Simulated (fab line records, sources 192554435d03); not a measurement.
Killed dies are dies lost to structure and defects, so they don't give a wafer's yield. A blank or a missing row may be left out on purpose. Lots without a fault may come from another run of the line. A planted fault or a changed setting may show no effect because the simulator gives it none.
fab line records | flow n5_finfet
record lots=9 wafers=26 last_day=22
route steps=1938 shown MOL_CONTACT_COAG@586 BEOL_M4@1111 PASSIVATION@1925
lots that met no fault: from a run of the same line without faults
start_h: hours from the record's first day to the start of the lot's first wafer shown | wait_h: hours since the lot's step before | " the same as in the row above | L1.1+2: a row that stands for several wafers | - no value, or no start given | * or withheld: withheld | < > ~ a bound
route shown NAME@n: a module of which the file shows steps, and the number in the route of the first | usual: mean/standard deviation of fault-free wafers | same: alike in all rows | chamber/n: place in a boat | sites: the reading at each site | _std_site: their standard deviation | _edge_site: outer sites' mean less inner sites' | radius_mm: how far each site lies from the wafer's centre | mask NAME#n: copy n | behind: the tool/chamber that last shaped the wafer | hold: why the lot was held/for how many hours/how that ended | device: the transistor (n, p or np) that didn't switch | end of line: the same wafers' tests at the end of the route | a step without rows: its recipe alone | killed: dies lost to structure and defects at the first sort, not the wafer's yield | map: a wafer's dies, x killed, . not, _ none there
set.NAME: the setting as run; set.NAME@STEP: as run at that earlier step | model.NAME: the simulator's own value behind a step, which no gauge read
steps of the route over a sample of lots; a table a step, a row a wafer
services: from which hour (start_h, from the record's first day; less than 0 if before it) a tool's chamber was out of use, for how many hours, and why
## steps
# step N5_MOL_CONTACT_COAG_VIA_ETCH_46
# recipe chemistry=C4F6/O2 target_depth_a=460 overetch_a=92 mask_material=SOC target=SiO2 bias_w=455 pressure_mtorr=10 time_s=40 source_w=325 Ar_flow_sccm=300 C4F6_flow_sccm=10 O2_flow_sccm=10 ion_energy_ev=575.3 ends=end_point
# usual bias_w=455.1/1.4 chamber_pressure_mTorr=10.000/0.0091 drypump_motor_current_A=5.7/0.45 oes_f_703_au=0.78/0.094 oes_product_au=0.69/0.087 rf_fwd_power_W=323.0/1.1 rf_vpp_V=1586/14 showerhead_plenum_p_Torr=2.85/0.1 throttle_valve_pct=40.95/0.14
# columns lot.wafer tool chamber start_h wait_h bias_w chamber_pressure_mTorr drypump_motor_current_A oes_f_703_au oes_product_au rf_fwd_power_W rf_hours_counter_h rf_vpp_V showerhead_plenum_p_Torr throttle_valve_pct
L130.1 rie_diel-04 3 100.80 0.0 454.3 9.993 5.1 0.72 0.64 323.0 205 1594 2.92 40.94
L130.3 " 2 " " 454.6 10.002 5.2 0.73 0.65 323.2 181 1575 2.83 41.01
L130.5 " 0 " " 456.3 10.003 6.1 0.70 0.63 322.9 - 1577 2.69 40.73
L135.1 rie_diel-05 1 131.71 0.0 456.2 9.991 5.4 0.68 0.60 323.8 240 1561 2.70 40.89
L135.3 " 3 " " 454.9 9.997 6.6 0.72 0.64 323.3 172 1581 2.94 40.88
L135.4 " 3 " " 452.1 9.993 6.6 0.73 0.66 324.0 - 1581 2.94 40.91
L136.3 rie_diel-05 1 134.44 0.0 456.9 9.985 5.4 0.68 0.61 323.3 241 1562 2.70 40.90
L136.4 " 2 " " 452.1 9.993 5.8 0.72 0.64 322.1 - 1570 2.93 41.17
L136.5 " 1 " " 458.0 10.004 5.4 0.68 0.61 322.4 - 1560 2.70 40.90
L138.1 rie_diel-05 3 147.63 0.0 457.1 10.004 6.6 0.73 0.63 322.1 180 1582 2.94 40.89
L138.6 " 1 " " 454.4 10.001 5.4 0.68 0.62 323.5 - 1560 2.69 40.90
L139.2 rie_diel-05 3 159.53 0.0 459.0 9.989 6.6 0.72 0.64 324.1 184 1581 2.94 40.91
L139.3 " 0 " " 455.5 10.011 6.3 0.93 0.83 321.6 9 1622 2.90 40.88
L139.4 " 0 " " 456.7 10.002 6.3 0.93 0.84 321.6 - 1621 2.90 40.90
L145.1 rie_diel-04 3 188.83 0.0 455.6 10.003 5.2 0.70 0.62 323.0 240 1592 2.90 40.95
L145.2 " 2 " " 453.6 10.003 5.2 0.70 0.62 323.5 215 1576 2.81 41.01
L145.3 " 1 " " 455.3 9.991 5.6 0.87 0.80 321.4 45 1583 2.77 41.07
L147.1 rie_diel-02 2 200.35 0.0 452.9 9.989 5.7 0.80 0.71 322.0 104 1609 2.97 41.11
L147.2 " 3 " " 454.3 9.997 5.6 0.75 0.68 323.4 153 1580 2.73 41.07
L147.3 " 1 " " 454.4 10.007 5.7 0.75 0.65 321.2 175 1586 2.94 40.72
L149.1 rie_diel-02 0 211.49 0.0 453.4 9.987 5.6 0.71 0.63 323.3 203 1593 2.71 40.92
L149.4 " 1 " " 454.4 9.993 5.7 0.75 0.67 322.3 177 1583 2.94 40.73
L149.5 " 3 " " 452.2 9.996 5.7 0.75 0.68 323.8 - 1578 2.73 41.07
L152.3 rie_diel-05 1 230.32 0.0 455.2 10.005 5.4 0.91 0.80 324.6 18 1587 3.02 40.73
L152.4 " 0 " " 452.9 10.004 6.3 0.88 0.78 322.0 34 1622 2.88 40.91
L152.6 " 3 " " 455.0 9.990 6.6 0.71 0.62 324.1 - 1581 2.93 40.91
# step N5_BEOL_M4_RC_MEAS_101
# usual DIBL_N=36.3/1.1 DIBL_P=36.3/1.4 IOFF_N=0.155/0.019 IOFF_P=0.211/0.027 ION_N=672/8.5 ION_P=462/5.8 SS_N=71.5/0.56 SS_P=73.3/0.52 VT_N=249.9/2.5 VT_P=-249.8/2.8
# columns lot.wafer tool chamber start_h wait_h DIBL_N[mV/V] DIBL_P[mV/V] IOFF_N[nA/um] IOFF_P[nA/um] ION_N[uA/um] ION_P[uA/um] SS_N[mV/dec] SS_P[mV/dec] VT_N[mV] VT_P[mV]
L130.1 prober-01 0 196.11 0.0 39.0 37.5 0.173 0.234 668 458 72.5 74.6 250.1 -247.6
L130.3 " 0 " " 36.3 36.0 0.139 0.203 675 463 70.9 73.4 250.3 -250.4
L130.5 " 0 " " 36.8 35.1 0.135 0.192 670 453 72.2 73.6 253.8 -255.3
L135.1 prober-01 0 250.22 0.0 36.3 36.4 0.166 0.199 684 462 71.2 73.6 248.7 -252.6
L135.3 " 0 " " 34.8 33.7 0.135 0.167 677 463 71.3 72.6 252.9 -251.8
L135.4 " 0 " " 36.3 35.6 0.171 0.199 691 465 71.8 73.6 248.2 -250.2
L136.3 prober-01 0 257.20 0.3 38.0 36.8 0.165 0.207 667 454 71.7 73.4 248.1 -253.2
L136.4 " 0 " " 37.0 36.1 0.151 0.196 676 456 70.8 72.4 249.1 -252.9
L136.5 " 0 " " 37.8 36.5 0.166 0.200 680 455 71.3 73.5 249.3 -253.1
L139.2 prober-02 0 311.20 0.2 35.9 36.0 0.138 0.162 662 451 71.5 73.4 250.9 -255.3
L139.3 " 0 " " 35.7 35.8 0.138 0.165 671 455 71.1 72.9 253.8 -253.9
L139.4 " 0 " " 35.2 35.6 0.128 0.158 668 456 70.8 72.3 255.3 -256.4
L147.1 prober-01 0 376.28 0.0 36.3 36.6 0.168 0.226 687 470 71.9 73.7 247.1 -248.9
L147.2 " 0 " " 36.7 36.6 0.178 0.231 688 471 71.6 74.1 243.7 -246.9
L147.3 " 0 " " 35.7 35.8 0.158 0.221 690 471 71.9 73.8 247.6 -246.9
L145.1 prober-01 0 391.32 0.0 35.9 36.9 0.156 0.221 670 460 70.8 73.5 250.6 -248.0
L145.2 " 0 " " 34.9 36.0 0.146 0.203 679 467 71.2 73.0 247.6 -249.4
L145.3 " 0 " " 35.3 36.3 0.161 0.217 665 463 71.5 72.8 248.6 -246.2
L149.1 prober-02 0 391.34 0.0 36.7 36.8 0.160 0.218 677 467 71.3 73.0 248.6 -247.3
L149.4 " 0 " " 37.0 37.5 0.168 0.219 684 468 70.9 72.6 249.9 -248.5
L149.5 " 0 " " 35.8 35.6 0.143 0.199 665 463 71.3 73.0 249.8 -250.6
L138.1 prober-02 0 399.64 0.0 35.6 35.6 0.134 0.184 670 460 71.4 73.3 250.1 -253.3
L138.6 " 0 " " 36.2 36.6 0.144 0.195 668 461 71.4 73.2 250.7 -251.7
L152.3 prober-01 0 401.12 0.3 35.6 35.2 0.158 0.210 682 464 72.1 73.3 248.2 -248.4
L152.4 " 0 " " 36.3 34.7 0.159 0.200 666 459 72.0 73.4 249.2 -250.9
L152.6 " 0 " " 36.0 35.2 0.158 0.205 675 458 71.3 73.0 249.8 -249.2
# step N5_PASSIVATION_CD_MEAS_44
# recipe target_cd_nm=40000 landing_energy_ev=500 detector=se_inlens
# usual cd_nm=39999/3.1
# columns lot.wafer tool chamber start_h wait_h cd_nm
L130.1 cd_sem-03 0 289.51 - 40000
L130.3 " 0 " " 40003
L130.5 " 0 " " 39999
L135.1 cd_sem-02 0 345.92 - 39994
L135.3 " 0 " " 39996
L135.4 " 0 " " 39996
L136.3 cd_sem-01 0 355.18 - 40001
L136.4 " 0 " " 39996
L136.5 " 0 " " 40001
L139.2 cd_sem-03 0 418.59 - 40003
L139.3 " 0 " " 40001
L139.4 " 0 " " 39997
L147.1 cd_sem-01 0 482.40 - 40005
L147.2 " 0 " " 39999
L147.3 " 0 " " 39999
L145.1 cd_sem-01 0 501.90 - 39996
L145.2 " 0 " " 39996
L145.3 " 0 " " 39996
L152.3 cd_sem-02 0 508.32 - 39992
L152.4 " 0 " " 39992
L152.6 " 0 " " 39993
L138.1 cd_sem-03 0 513.97 - 39996
L138.6 " 0 " " 40002
L149.1 cd_sem-01 0 518.98 - 39997
L149.4 " 0 " " 39999
L149.5 " 0 " " 39999
# step N5_PASSIVATION_DESCUM_46
# recipe chemistry=O2 time_s=7.9 source_power_w=50 bias_power_w=20 pressure_mtorr=20 rf_frequency_hz=2.712e+07 temp_c=40 o2_flow_sccm=225
# usual chamber_pressure_mTorr=20.001/0.018 drypump_motor_current_A=5.6/0.42 oes_product_au=0.83/0.074 rf_fwd_power_W=49.39/0.19 rf_vpp_V=243.4/1.4 showerhead_plenum_p_Torr=2.11/0.08 throttle_valve_pct=20.41/0.19
# same time_s=7.9
# columns lot.wafer tool chamber start_h wait_h chamber_pressure_mTorr drypump_motor_current_A oes_product_au rf_fwd_power_W rf_hours_counter_h rf_vpp_V showerhead_plenum_p_Torr throttle_valve_pct
L130.1 rie_diel-05 0 289.72 0.2 20.006 6.3 0.85 49.39 50 242.7 2.13 20.40
L130.3 " 3 " " 20.005 6.5 0.68 49.46 224 243.6 2.16 20.64
L130.5 " 2 " " 19.977 5.7 0.99 49.26 - 243.9 2.14 20.41
L135.1 rie_diel-05 2 346.01 0.0 20.002 5.8 0.91 49.38 16 243.1 2.14 20.42
L135.3 " 0 " " 20.033 6.3 0.83 49.10 64 243.3 2.12 20.44
L135.4 " 3 " " 19.997 6.6 0.67 49.38 240 244.4 2.16 20.66
L136.3 rie_diel-05 0 355.27 0.0 20.022 6.3 0.84 49.21 67 244.5 2.12 20.42
L136.4 " 2 " " 19.999 5.8 0.91 49.04 17 243.4 2.14 20.42
L136.5 " 3 " " 20.019 6.6 0.67 49.47 - 244.2 2.15 20.67
L139.2 rie_diel-04 1 418.80 0.2 20.002 5.6 0.80 49.30 121 242.9 2.01 20.67
L139.3 " 0 " " 19.978 6.1 0.84 49.32 73 244.2 2.21 20.32
L139.4 " 2 " " 19.992 5.2 0.89 49.54 34 243.9 2.04 20.16
L147.1 rie_diel-04 3 482.48 0.0 19.999 5.1 0.85 49.51 81 243.0 2.12 20.41
L147.2 " 2 " " 19.994 5.2 0.85 49.71 56 242.1 2.03 20.19
L147.3 " 1 " " 20.041 5.6 0.78 49.32 143 242.4 2.00 20.70
L145.1 rie_diel-04 3 502.19 0.2 20.015 5.1 0.83 49.75 90 243.1 2.12 20.44
L145.2 " 1 " " 20.016 5.6 0.78 49.50 151 241.0 2.00 20.72
L145.3 " 0 " " 19.983 6.1 0.81 49.27 104 244.2 2.19 20.38
L152.3 rie_diel-02 3 508.41 0.0 20.030 5.6 0.96 49.60 3 241.5 1.97 20.34
L152.4 " 1 " " 20.031 5.7 0.89 49.18 23 245.3 2.14 20.23
L152.6 " 0 " " 19.968 5.6 0.87 49.69 - 245.3 2.22 20.15
L138.1 rie_diel-04 1 514.06 0.0 20.011 5.6 0.77 49.39 155 242.3 2.00 20.73
L138.6 " 1 " " 19.986 5.6 0.76 49.47 - 241.3 2.00 20.72
L149.1 rie_diel-05 0 519.07 0.0 20.008 6.3 0.80 49.05 115 243.4 2.10 20.52
L149.4 " 3 " " 20.022 6.6 0.92 49.35 14 245.5 2.14 20.34
L149.5 " 2 " " 19.996 5.8 0.82 48.88 - 244.0 2.12 20.52
# step N5_PASSIVATION_STRIP_48
# recipe chemistry=O2 power_w=600 temp_c=60 pressure_mtorr=30 rf_frequency_hz=6e+07 bias_power_w=0 overash_fraction=0.5 o2_flow_sccm=225
# usual chamber_pressure_mTorr=30.00/0.13 drypump_motor_current_A=5.6/0.42 oes_product_au=0.83/0.073 rf_vpp_V=4.0/2.4 showerhead_plenum_p_Torr=2.11/0.08 throttle_valve_pct=16.64/0.2
# columns lot.wafer tool chamber start_h wait_h chamber_pressure_mTorr drypump_motor_current_A oes_product_au rf_hours_counter_h rf_vpp_V showerhead_plenum_p_Torr throttle_valve_pct
L130.1 rie_diel-05 0 290.27 0.1 29.95 6.3 0.86 50 4.4 2.13 16.61
L130.3 " 3 " " 30.05 6.6 0.70 225 7.4 2.17 16.89
L130.5 " 2 " " 29.84 5.7 0.97 - 4.5 2.14 16.57
L135.1 rie_diel-05 2 346.56 0.1 30.09 5.7 0.90 16 2.2 2.14 16.63
L135.3 " 0 " " 29.95 6.3 0.84 65 1.5 2.12 16.61
L135.4 " 3 " " 29.99 6.7 0.67 240 1.6 2.16 17.00
L136.3 rie_diel-05 0 355.82 0.1 30.33 6.3 0.86 67 4.5 2.12 16.67
L136.4 " 2 " " 29.96 5.7 0.90 18 3.2 2.14 16.60
L136.5 " 3 " " 30.01 6.5 0.67 - 7.9 2.16 16.98
L139.2 rie_diel-04 1 419.36 0.1 29.97 5.5 0.81 121 3.4 2.01 16.92
L139.3 " 0 " " 30.12 6.1 0.90 73 1.0 2.21 16.55
L139.4 " 2 " " 29.92 5.2 0.90 34 2.9 2.04 16.41
L147.1 rie_diel-04 3 483.04 0.1 30.00 5.1 0.84 82 2.4 2.13 16.65
L147.2 " 2 " " 29.95 5.2 0.85 57 3.7 2.04 16.47
L147.3 " 1 " " 29.95 5.7 0.76 143 1.5 2.01 16.98
L145.1 rie_diel-04 3 502.74 0.1 29.85 5.2 0.85 90 0 2.12 16.62
L145.2 " 1 " " 29.99 5.6 0.78 151 0.9 2.00 16.95
L145.3 " 0 " " 30.13 6.1 0.80 104 3.2 2.20 16.69
L152.3 rie_diel-02 3 508.96 0.1 30.05 5.6 0.99 4 5.8 1.98 16.58
L152.4 " 1 " " 30.11 5.8 0.90 23 4.4 2.14 16.49
L152.6 " 0 " " 30.03 5.6 0.88 - 4.1 2.23 16.33
L138.1 rie_diel-04 1 514.61 0.1 30.09 5.5 0.75 156 5.9 2.00 17.00
L138.6 " 1 " " 29.80 5.6 0.73 - 4.0 2.01 17.03
L149.1 rie_diel-05 0 519.62 0.1 29.92 6.3 0.77 115 5.8 2.11 16.79
L149.4 " 3 " " 30.09 6.5 0.92 15 5.1 2.15 16.53
L149.5 " 2 " " 29.87 5.8 0.80 - 3.9 2.12 16.78
# step N5_PASSIVATION_PROBE_49
# usual defect_limited_yield=91.4/1.2 killed_at_M0_to_M3=34/10 killed_at_M4_up=14/5.1 killed_at_contacts=12/6.4 killed_at_front_end=38/9.3 killed_at_other=4/3 killed_dies=102/15 killed_open=67/12 killed_short=33/6.9 sort_bin_5_function=5.0/0.86 sort_bin_6_memory=3.2/0.58 sort_n_pass=1078/15 sort_yield_pct=91.4/1.2
# same gross_dies=1180 killed_at_back_side=0 sort_bin_4_leakage[%]=0 sort_bin_8_speed[%]=0
# columns lot.wafer tool chamber start_h wait_h defect_limited_yield[%] killed_at_M0_to_M3 killed_at_M4_up killed_at_contacts killed_at_front_end killed_at_other killed_dies killed_open killed_short sort_bin_5_function[%] sort_bin_6_memory[%] sort_n_pass sort_yield_pct[%]
L130.1 prober-01 - 292.86 0.0 92.3 35 10 9 37 0 91 65 25 4.5 3.1 1089 92.3
L130.3 prober-01 - 292.96 0.1 90.0 57 15 8 38 0 118 83 34 5.9 3.7 1062 90.0
L130.5 prober-01 - 293.06 0.2 90.8 48 14 21 23 2 108 77 30 4.9 3.8 1072 90.8
L135.1 prober-02 - 349.05 0.0 90.7 48 16 14 28 4 110 72 34 5.4 3.3 1070 90.7
L135.3 prober-02 - 349.15 0.1 91.9 31 10 14 37 3 95 60 32 4.6 3.2 1085 91.9
L135.4 prober-02 - 349.20 0.2 92.5 33 12 7 36 1 89 59 30 4.5 2.9 1091 92.5
L139.2 prober-02 - 422.24 0.4 92.9 39 13 6 20 6 84 58 25 4.2 3.0 1096 92.9
L139.3 prober-02 - 422.29 0.5 93.1 22 24 8 21 6 81 49 29 4.3 2.3 1099 93.1
L139.4 prober-02 - 422.34 0.5 90.1 28 16 42 28 3 117 55 28 7.5 2.4 1063 90.1
L147.1 prober-01 - 485.54 0.0 90.9 36 19 7 39 6 107 72 27 5.4 3.2 1073 90.9
L147.2 prober-01 - 485.59 0.1 91.9 23 20 18 34 1 96 74 21 4.9 3.0 1084 91.9
L147.3 prober-01 - 485.64 0.1 93.1 19 16 2 44 1 82 52 29 3.7 2.8 1098 93.1
L138.1 prober-01 - 517.10 0.0 88.2 26 21 54 35 3 139 61 36 7.9 3.1 1041 88.2
L138.6 prober-01 - 517.35 0.3 93.5 18 9 9 35 6 77 53 24 4.1 2.4 1103 93.5
L149.1 prober-01 - 522.26 0.0 91.2 42 11 21 29 1 104 68 35 5.2 3.4 1076 91.2
L149.4 prober-01 - 522.41 0.2 91.7 34 11 13 37 3 98 59 36 4.2 3.6 1082 91.7
L149.5 prober-01 - 522.46 0.2 91.0 37 8 33 28 0 106 76 29 4.8 3.7 1074 91.0
# killed by level:class
L130.1 STI_FIN_REVEAL:geometric_particle:open=17 MOL_CONTACT_COAG:geometric_particle:open=8 BEOL_M4:geometric_particle:open=7 BEOL_M0_SAQP:geometric_particle:short=6 BEOL_M2:geometric_particle:open=6 BEOL_M1:geometric_particle:open=5 BEOL_M3:geometric_particle:open=4 ILD0:geometric_particle:short=4
L130.3 BEOL_M0_SAQP:geometric_particle:open=11 BEOL_M2:geometric_particle:open=11 STI_FIN_REVEAL:geometric_particle:open=10 FIN_SAQP:geometric_particle:open=9 BEOL_M3:geometric_particle:open=8 BEOL_M0_SAQP:geometric_particle:short=7 BEOL_M1:geometric_particle:open=7 MOL_CONTACT_COAG:geometric_particle:open=6
L130.5 MOL_CONTACT_COAG:geometric_particle:open=17 BEOL_M2:geometric_particle:open=10 BEOL_M3:geometric_particle:open=10 FIN_SAQP:geometric_particle:open=7 BEOL_M1:geometric_particle:open=5 BEOL_M3:geometric_particle:short=5 BEOL_M4:geometric_particle:open=5 BEOL_M0_SAQP:geometric_particle:open=4
L135.1 BEOL_M2:geometric_particle:open=20 MOL_CONTACT_COAG:geometric_particle:open=13 BEOL_M4:geometric_particle:open=10 FIN_SAQP:geometric_particle:short=9 BEOL_M0_SAQP:geometric_particle:short=8 BEOL_M3:geometric_particle:open=6 BEOL_M2:geometric_particle:short=5 DUMMY_GATE:geometric_particle:open=4
L135.3 MOL_CONTACT_COAG:geometric_particle:open=11 BEOL_M3:geometric_particle:open=9 STI_FIN_REVEAL:geometric_particle:open=7 GATE_CUT:geometric_particle:short=5 BEOL_M2:geometric_particle:open=5 DUMMY_GATE:geometric_particle:open=4 BEOL_M0_SAQP:geometric_particle:short=4 BEOL_M3:geometric_particle:short=4
L135.4 DUMMY_GATE:geometric_particle:open=8 FIN_SAQP:geometric_particle:short=7 BEOL_M2:geometric_particle:open=7 ILD0:geometric_particle:short=6 BEOL_M3:geometric_particle:open=6 BEOL_M0_SAQP:geometric_particle:open=6 STI_FIN_REVEAL:geometric_particle:open=5 MOL_CONTACT_COAG:geometric_particle:open=5
L139.2 BEOL_M2:geometric_particle:open=11 BEOL_M0_SAQP:geometric_particle:short=8 BEOL_M0_SAQP:geometric_particle:open=7 MOL_CONTACT_COAG:geometric_particle:open=5 BEOL_M1:geometric_particle:open=5 BEOL_M3:geometric_particle:open=4 BEOL_M4:geometric_particle:open=4 FIN_SAQP:geometric_particle:open=3
L139.3 MOL_CONTACT_COAG:geometric_particle:open=7 BEOL_M0_SAQP:geometric_particle:short=7 BEOL_M0_SAQP:geometric_particle:open=6 BEOL_M4:geometric_particle:open=6 BEOL_M5:geometric_particle:open=6 BEOL_M3:geometric_particle:open=5 FIN_SAQP:geometric_particle:open=4 DUMMY_GATE:geometric_particle:open=3
L139.4 MOL_CONTACT_COAG:area_etch=31 MOL_CONTACT_COAG:geometric_particle:open=10 FIN_SAQP:geometric_particle:short=8 BEOL_M0_SAQP:geometric_particle:open=8 FIN_SAQP:geometric_particle:open=5 BEOL_M0_SAQP:geometric_particle:short=5 BEOL_M3:geometric_particle:open=5 BEOL_M4:geometric_particle:open=4
L147.1 BEOL_M4:geometric_particle:open=10 DUMMY_GATE:geometric_particle:open=9 MOL_CONTACT_COAG:geometric_particle:open=7 BEOL_M3:geometric_particle:open=7 BEOL_M0_SAQP:geometric_particle:short=6 DUMMY_GATE:geometric_particle:short=5 GATE_CUT:geometric_particle:short=5 BEOL_M0_SAQP:geometric_particle:open=5
L147.2 MOL_CONTACT_COAG:geometric_particle:open=16 BEOL_M0_SAQP:geometric_particle:open=9 BEOL_M4:geometric_particle:open=9 BEOL_M2:geometric_particle:open=8 FIN_SAQP:geometric_particle:open=5 GATE_CUT:geometric_particle:open=5 STI_FIN_REVEAL:geometric_particle:open=5 FIN_SAQP:geometric_particle:short=4
L147.3 STI_FIN_REVEAL:geometric_particle:open=8 DUMMY_GATE:geometric_particle:open=8 BEOL_M4:geometric_particle:open=8 FIN_SAQP:geometric_particle:short=4 GATE_CUT:geometric_particle:open=4 GATE_CUT:geometric_particle:short=4 BEOL_M0_SAQP:geometric_particle:open=4 BEOL_M0_SAQP:geometric_particle:short=4
L138.1 MOL_CONTACT_COAG:area_etch=38 BEOL_M4:geometric_particle:open=12 MOL_CONTACT_COAG:geometric_particle:open=10 STI_FIN_REVEAL:geometric_particle:open=8 GATE_CUT:geometric_particle:short=7 FIN_SAQP:geometric_particle:short=6 MOL_CONTACT_COAG:geometric_particle:short=6 BEOL_M0_SAQP:geometric_particle:short=6
L138.6 STI_FIN_REVEAL:geometric_particle:open=10 MOL_CONTACT_COAG:geometric_particle:open=8 FIN_SAQP:geometric_particle:short=7 FIN_SAQP:geometric_particle:open=5 BEOL_M2:geometric_particle:open=5 GATE_CUT:geometric_particle:short=4 BEOL_M0_SAQP:geometric_particle:open=4 DUMMY_GATE:geometric_particle:open=3
L149.1 MOL_CONTACT_COAG:geometric_particle:open=17 BEOL_M0_SAQP:geometric_particle:open=10 STI_FIN_REVEAL:geometric_particle:open=10 BEOL_M0_SAQP:geometric_particle:short=10 BEOL_M3:geometric_particle:open=7 GATE_CUT:geometric_particle:short=5 FIN_SAQP:geometric_particle:open=4 BEOL_M5:geometric_particle:open=4
L149.4 BEOL_M2:geometric_particle:open=10 MOL_CONTACT_COAG:geometric_particle:open=9 FIN_SAQP:geometric_particle:open=6 GATE_CUT:geometric_particle:open=6 FIN_SAQP:geometric_particle:short=5 BEOL_M0_SAQP:geometric_particle:short=5 STARTING-WAFER:geometric_particle:short=5 GATE_CUT:geometric_particle:short=4
L149.5 MOL_CONTACT_COAG:geometric_particle:open=27 BEOL_M2:geometric_particle:open=14 FIN_SAQP:geometric_particle:short=7 MOL_CONTACT_COAG:geometric_particle:short=6 BEOL_M0_SAQP:geometric_particle:short=6 BEOL_M0:geometric_particle:open=5 BEOL_M3:geometric_particle:open=5 FIN_SAQP:geometric_particle:open=4
## services
# columns tool chamber start_h hours kind
rie_diel-04 3 81.15 6.9 repair
rie_diel-05 0 113.99 - clean
rie_diel-05 0 113.99 - consumable_replace:focus_ring
rie_diel-05 0 113.99 24.4 scheduled_down
rie_diel-05 0 113.99 24.4 vent_cycle
rie_diel-05 1 126.71 2.8 repair
rie_diel-05 2 144.20 3.8 repair
rie_diel-05 1 157.39 - clean
rie_diel-05 1 157.39 - consumable_replace:focus_ring
rie_diel-05 1 157.39 - consumable_replace:showerhead
rie_diel-05 1 157.39 18.2 scheduled_down
rie_diel-05 1 157.39 18.2 vent_cycle
rie_diel-05 - 172.97 2.8 pm
rie_diel-02 - 238.40 0.2 repair
rie_diel-02 0 251.28 2.0 repair
rie_diel-05 2 261.55 - clean
rie_diel-05 1 333.99 5.9 repair
rie_diel-02 3 335.79 4.6 repair
rie_diel-04 3 382.33 7.4 repair
rie_diel-04 0 393.93 4.7 repair
rie_diel-04 0 401.55 15.5 repair
rie_diel-02 0 421.32 2.2 repair
rie_diel-02 0 466.35 8.4 repair
rie_diel-05 3 471.18 44.2 repair
## key
first_sign step=N5_PASSIVATION_PROBE_49 reading=killed_at_contacts direction=up sigmas=5.7 usual=12 struck=48
effect step=N5_PASSIVATION_PROBE_49 reading=sort_bin_5_function direction=up sigmas=3.1 usual=5.0 struck=7.7
more_kills_born_at N5_MOL_CONTACT_COAG_VIA_ETCH_46@rie_diel-05=69
met_at N5_MOL_CONTACT_COAG_VIA_ETCH_46
struck_lots L138,L139
struck_wafers L138.1,L139.4
not_acting_at N5_PASSIVATION_CD_MEAS_44,N5_PASSIVATION_DESCUM_46,N5_PASSIVATION_STRIP_48
onset_between 134.44 147.63
fault kind=process_parameter_drift tool=rie_diel-05 chamber=- onset_h=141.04 steps=N5_MOL_CONTACT_COAG_VIA_ETCH_46 channel=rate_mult offset=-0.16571 shape=step end_h=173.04 scope=struck_wafers_only
